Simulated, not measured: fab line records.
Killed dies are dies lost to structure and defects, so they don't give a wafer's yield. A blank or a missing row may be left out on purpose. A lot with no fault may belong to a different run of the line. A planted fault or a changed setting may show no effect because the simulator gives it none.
fab line records	flow nandHarc
record: lots: 7	wafers: 21	lastDay: 33
route steps=1302 shown A_CONTACT@1063
lots that met no fault: from a run of the same line without faults
startH: the number of hours between the record's first day and the start of the first shown wafer of the lot	waitH: how many hours have passed since the lot's step before this one	" the same as in the row above	L1.1+2: several wafers, shown together as one row	- no value, or no start given	* or withheld: withheld	< > ~ a bound
route shown NAME@n: NAME is a module with steps in the file, n the number in the route of the first one	usual: the fault-free wafers' mean and standard deviation	same: alike in all rows	chamber/n: place in a boat	sites: the reading at each site	_std_site: their standard deviation	_edge_site: mean of outer sites minus mean of inner sites	radiusMm: how far each site lies from the wafer's centre	mask NAME#n: copy n	behind: the most recent tool/chamber to have shaped the wafer	hold: the reason the lot was held/the length of the hold in hours/how it ended	device: transistor that didn't switch, given as n, p or np	end of line: the route-end tests of the same wafers	for a step that has no rows: nothing shown but its recipe	killed: the dies lost at the first sort to structure and to defects; this is not the yield of the wafer	map: the dies of a wafer, with x for killed, . for not killed, _ for no die there
set.NAME: the setting the step ran with; set.NAME@STEP: the setting that earlier step ran with	model.NAME: the simulator's own value behind a step, which no gauge read
lots seen at some steps along the route; tables by step, rows by wafer
services: a tool's chamber out of use, with start hour (startH, from the record's first day; less than 0 if before it), hours out, and reason
== steps ==
step: NHARC_A_CONTACT_ETCH_106
recipe: targetDepthA: 900	overetchA: 90	timeS: 49.5	ionEnergyEv: 100	cf4FlowSccm: 80	o2FlowSccm: 20	arFlowSccm: 0	rfW: 300	biasW: 100	chemistry: CF4/O2
usual: chamberPressureMTorr: 30.002/0.027	drypumpMotorCurrentA: 5.8/0.47	oes_ar_750_au: 1.000/0.0044	oesProductAu: 1.000/0.0079	rfVppV: 197.8/1.3	showerheadPlenumPTorr: 1.33/0.05	throttleValvePct: 13.398/0.0081
lot.wafer	tool	chamber	startH	waitH	chamberPressureMTorr	drypumpMotorCurrentA	oes_ar_750_au	oesProductAu	rfHoursCounterH	rfVppV	showerheadPlenumPTorr	throttleValvePct
L134.4	rieDiel-08	3	541.66	0.1	30.008	6.0	1.005	1.002	55	200.7	1.41	13.407
L134.3	"	2	"	"	30.013	6.2	1.004	1.012	56	198.5	1.34	13.399
L134.6	"	0	"	"	30.001	6.4	0.994	1.001	-	196.4	1.30	13.403
L139.2	rieDiel-08	0	591.73	0.1	29.989	6.4	0.994	1.000	11	198.4	1.29	13.402
L139.1	"	3	"	"	30.033	6.1	1.001	0.997	11	200.2	1.40	13.411
L139.5	"	0	"	"	29.977	6.4	1.008	0.991	-	196.3	1.29	13.390
L142.3	rieDiel-03	0	617.79	0.1	29.986	5.7	1.001	0.998	57	199.3	1.29	13.411
L142.2	"	3	"	"	29.992	6.2	1.001	1.000	49	199.9	1.41	13.375
L142.5	"	0	"	"	30.011	5.7	0.994	0.990	-	197.5	1.28	13.392
L141.2	rieDiel-03	2	618.54	0.1	30.003	6.5	1.000	1.004	48	196.1	1.27	13.403
L141.4	"	3	"	"	29.982	6.2	1.003	1.015	49	200.2	1.41	13.398
L141.3	"	1	"	"	30.010	5.6	0.998	1.014	52	199.0	1.37	13.394
L145.4	rieDiel-11	0	646.99	0.1	30.008	5.2	0.997	0.997	6	199.3	1.38	13.393
L145.1	"	2	"	"	29.996	5.5	1.000	0.994	6	197.9	1.35	13.381
L145.6	"	3	"	"	29.973	6.5	1.000	0.999	-	197.3	1.25	13.393
L153.3	rieDiel-11	1	719.57	0.1	30.025	5.5	0.999	1.000	17	197.5	1.34	13.394
L153.5	"	2	"	"	29.972	5.4	0.994	1.015	-	197.8	1.35	13.395
L153.6	"	3	"	"	30.039	6.6	1.008	1.000	-	195.7	1.25	13.398
L151.4	rieDiel-11	3	728.63	0.1	29.989	6.6	0.998	1.009	18	195.4	1.25	13.386
L151.2	"	1	"	"	30.030	5.5	1.001	0.994	20	197.7	1.34	13.401
L151.6	"	0	"	"	30.003	5.2	0.999	1.008	-	198.2	1.38	13.384
step: NHARC_A_CONTACT_STRIP_82
recipe: o2FlowSccm: 500	arFlowSccm: 0	biasW: 0	chemistry: O2
usual: chamberPressureMTorr: 60.00/0.049	drypumpMotorCurrentA: 5.9/0.47	oesProductAu: 1.001/0.0069	rfVppV: 57.7/0.87	showerheadPlenumPTorr: 3.52/0.13	throttleValvePct: 17.035/0.0088
lot.wafer	tool	chamber	startH	waitH	chamberPressureMTorr	drypumpMotorCurrentA	oesProductAu	rfHoursCounterH	rfVppV	showerheadPlenumPTorr	throttleValvePct
L134.3	rieDiel-08	1	-	-	60.03	5.7	0.997	51	57.8	3.42	17.028
L134.4	"	0	"	"	60.03	6.4	0.992	50	56.8	3.43	17.033
L134.6	"	1	"	"	60.05	5.7	0.998	-	58.6	3.42	17.038
L139.1	rieDiel-08	0	-	-	59.99	6.4	1.003	11	57.1	3.43	17.028
L139.2	"	2	"	"	59.95	6.2	1.006	11	58.6	3.54	17.022
L139.5	"	3	"	"	59.99	6.1	1.007	-	57.4	3.70	17.031
L142.2	rieDiel-03	0	-	-	60.00	5.7	0.998	57	58.5	3.40	17.035
L142.3	"	2	"	"	59.98	6.4	0.994	48	57.2	3.36	17.040
L142.5	"	0	"	"	59.93	5.7	0.999	-	56.1	3.40	17.049
L141.4	rieDiel-03	1	-	-	60.07	5.6	1.001	52	58.9	3.61	17.034
L141.3	"	3	"	"	59.94	6.2	1.011	49	58.3	3.71	17.032
L141.2	"	0	"	"	60.05	5.7	0.999	57	56.3	3.40	17.031
L145.1	rieDiel-11	0	-	-	59.89	5.2	0.998	6	57.1	3.65	17.033
L145.4	"	1	"	"	60.03	5.5	0.990	6	58.8	3.55	17.034
L145.6	"	0	"	"	59.94	5.2	0.999	-	57.9	3.65	17.025
L153.3	rieDiel-11	0	-	-	59.98	5.2	1.001	15	57.0	3.64	17.042
L153.6	"	1	"	"	59.96	5.5	0.998	-	57.1	3.55	17.039
L153.5	"	2	"	"	60.01	5.4	1.011	-	58.6	3.56	17.030
L151.2	rieDiel-11	3	-	-	60.10	6.6	1.011	18	57.3	3.32	17.032
L151.4	"	2	"	"	60.09	5.5	1.007	21	58.3	3.56	17.030
L151.6	"	3	"	"	59.94	6.6	1.015	-	57.6	3.32	17.038
step: NHARC_A_CONTACT_STRIP_83
recipe: timeS: 600	tempC: 30	chemistry: postEtchResidueRemover
step: NHARC_A_CONTACT_DEP_84
recipe: targetThkA: 28000	tempC: 400	material: aC
usual: susceptorTempC: 400.00/0.25	throttleValvePct: 35.000/0.0089
lot.wafer	tool	chamber	startH	waitH	susceptorTempC	throttleValvePct
L134.3	aclDep-01	0	543.91	-	400.19	34.999
L134.4	"	0	"	"	399.87	35.006
L134.6	"	0	"	"	399.77	35.003
L139.1	aclDep-02	0	592.39	-	399.89	35.004
L139.2	"	0	"	"	400.21	34.994
L139.5	"	0	"	"	400.06	34.994
L142.2	aclDep-02	0	625.85	-	399.85	35.005
L142.3	"	0	"	"	399.72	35.001
L142.5	"	0	"	"	399.41	35.003
L141.2	aclDep-03	0	625.96	-	400.02	35.003
L141.3	"	0	"	"	399.66	34.996
L141.4	"	0	"	"	399.87	35.004
L145.1	aclDep-01	0	648.07	-	-	35.010
L145.4	"	0	"	"	-	35.002
L145.6	"	0	"	"	-	35.002
L153.3	aclDep-03	0	720.78	-	-	34.989
L153.5	"	0	"	"	-	34.993
L153.6	"	0	"	"	-	35.006
L151.2	aclDep-02	0	729.62	-	400.15	35.003
L151.4	"	0	"	"	400.31	34.987
L151.6	"	0	"	"	400.04	35.006
step: NHARC_A_CONTACT_DEP_85
recipe: targetThkA: 600	targetThkNm: 60	tempC: 400	pressureTorr: 3.5	flowSccm: 200	rfW: 350	material: SiON
usual: heaterPowerW: 704/89	showerheadVppV: 1145/35	susceptorTempC: 400.02/0.24
lot.wafer	tool	chamber	startH	waitH	heaterPowerW	showerheadVppV	sinceWetCleanH	susceptorTempC
L134.3	pecvd-02	0	545.12	0.9	743	1070	124	399.94
L134.4	"	2	"	"	698	1183	-	399.87
L134.6	"	1	"	"	715	1161	-	400.36
L139.1	pecvd-01	0	594.13	1.5	709	1132	89	400.39
L139.2	"	1	"	"	830	1172	89	400.28
L139.5	"	1	"	"	838	1164	-	400.09
L142.3	pecvd-03	0	627.30	0.9	571	1124	67	400.15
L142.2	"	2	"	"	543	1158	67	400.11
L142.5	"	2	"	"	563	1154	-	400.07
L141.3	pecvd-01	0	627.41	0.9	620	1146	122	399.45
L141.2	"	1	"	"	849	1180	122	399.99
L141.4	"	0	"	"	633	1159	-	399.89
L145.1	pecvd-01	0	649.80	1.4	734	1138	145	399.83
L145.6	"	1	"	"	905	1172	-	399.93
L145.4	"	2	"	"	731	1149	-	399.77
L153.3	pecvd-03	2	721.99	0.9	560	1159	162	399.85
L153.6	"	0	"	"	710	1111	-	400.13
L153.5	"	1	"	"	670	1143	-	399.97
L151.2	pecvd-02	1	731.17	1.3	701	1166	129	399.96
L151.6	"	2	"	"	696	1212	-	400.21
L151.4	"	0	"	"	795	1079	-	400.05
step: NHARC_A_CONTACT_DEHYDRATE_00
recipe: tempC: 150	timeS: 120
step: NHARC_A_CONTACT_HMDS_01
recipe: timeS: 30
step: NHARC_A_CONTACT_COAT_86
recipe: tempC: 260	timeS: 75
step: NHARC_A_CONTACT_COAT_87
recipe: tempC: 225	timeS: 65
step: NHARC_A_CONTACT_COAT_02
recipe: spinRpm: 1500	resistThkNm: 90
step: NHARC_A_CONTACT_SOFTBAKE_03
recipe: tempC: 105	timeS: 55
step: NHARC_A_CONTACT_EBR_04
step: NHARC_A_CONTACT_EXPOSE_05
recipe: na: 1.35	sigmaOuter: 0.8	doseMj: 84.24	maskId: A_CC
usual: exposureDoseMJCm2: 84.26/0.079	focusOffsetNm: 0.0/0.54
lot.wafer	tool	chamber	startH	waitH	mask	exposureDoseMJCm2	focusOffsetNm
L134.3	arfiScanner-03	0	545.69	-	A_CC#0	84.23	-0.9
L134.4	"	0	"	"	A_CC#0	84.26	-0.4
L134.6	"	0	"	"	A_CC#0	84.35	-0.1
L139.1	arfiScanner-02	-	594.58	-	A_CC#0	-	-
L139.2	"	-	"	"	A_CC#0	-	-
L139.5	"	-	"	"	A_CC#0	-	-
L142.2	arfiScanner-03	-	627.91	-	A_CC#0	-	-
L142.3	"	-	"	"	A_CC#0	-	-
L142.5	"	-	"	"	A_CC#0	-	-
L141.2	arfiScanner-02	-	628.07	-	A_CC#0	-	-
L141.3	"	-	"	"	A_CC#0	-	-
L141.4	"	-	"	"	A_CC#0	-	-
L145.1	arfiScanner-01	0	650.38	-	A_CC#0	84.21	-0.2
L145.4	"	0	"	"	A_CC#0	84.18	-0.1
L145.6	"	0	"	"	A_CC#0	84.35	0.1
L153.3	arfiScanner-01	0	722.53	-	A_CC#0	84.28	0.8
L153.5	"	0	"	"	A_CC#0	84.37	0.2
L153.6	"	0	"	"	A_CC#0	84.33	0.7
L151.2	arfiScanner-02	0	731.57	-	A_CC#0	84.21	-0.4
L151.4	"	0	"	"	A_CC#0	84.21	-0.6
L151.6	"	0	"	"	A_CC#0	84.24	-0.7
step: NHARC_A_CONTACT_PEB_06
recipe: pebTempC: 100	pebTimeS: 65
== services ==
tool	chamber	startH	hours	kind
aclDep-03	-	518.10	0.4	repair
arfiScanner-01	-	538.97	0.9	repair
arfiScanner-03	-	540.00	4.0	pm
rieDiel-08	-	545.69	9.0	pm
pecvd-02	0	545.78	22.0	repair
pecvd-03	-	547.00	13.0	pm
pecvd-02	1	551.98	4.4	repair
aclDep-01	-	554.34	13.0	pm
arfiScanner-03	-	568.83	1.4	repair
aclDep-03	-	579.38	4.1	repair
pecvd-02	-	589.43	13.0	pm
arfiScanner-03	-	594.18	0.5	repair
rieDiel-11	-	610.48	9.0	pm
aclDep-02	-	612.56	13.0	pm
rieDiel-03	1	627.97	4.9	repair
rieDiel-03	0	632.52	12.3	repair
pecvd-01	-	636.35	0.5	repair
rieDiel-03	-	636.63	9.0	pm
rieDiel-08	2	650.13	11.7	repair
arfiScanner-02	-	656.00	4.0	pm
rieDiel-11	3	660.23	4.5	repair
rieDiel-11	1	672.14	4.0	repair
pecvd-01	-	673.21	13.0	pm
rieDiel-08	-	724.19	9.0	pm
== key ==
firstSign: step: NHARC_A_CONTACT_EXPOSE_05	reading: toolRecord	direction: missing
effect none on later readings
metAt NHARC_A_CONTACT_EXPOSE_05
struckWafers L139.1,L139.2,L139.5,L141.2,L141.3,L141.4,L142.2,L142.3,L142.5
laterRowsLeftOut L139.1,L139.2,L139.5,L141.2,L141.3,L141.4,L142.2,L142.3,L142.5
sortLeftOut L139.1,L139.2,L139.5,L141.2,L141.3,L141.4,L142.2,L142.3,L142.5
testerLeftOut L139,L141,L142
onsetBetween 545.69 594.58
fault: kind: skippedStepWhole	tool: arfiScanner-02,arfiScanner-03	chamber: -	onsetH: 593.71	steps: NHARC_A_CONTACT_EXPOSE_05	scope: struckLotsOnly
testerLeftOut: of these lots the tester's yield and bins aren't shown, on N5 and GAA mostly nor the transistor test; their killed dies are dies lost to structure and defects alone, not to doping, threshold or leakage, so they don't give the yield
sortLeftOut: the simulated sort isn't trusted on such a fault, so these wafers' sort isn't shown, and their yield isn't known
laterRowsLeftOut: the simulator's readings of these wafers behind a module that went badly wrong aren't trusted and aren't shown, but for the sort
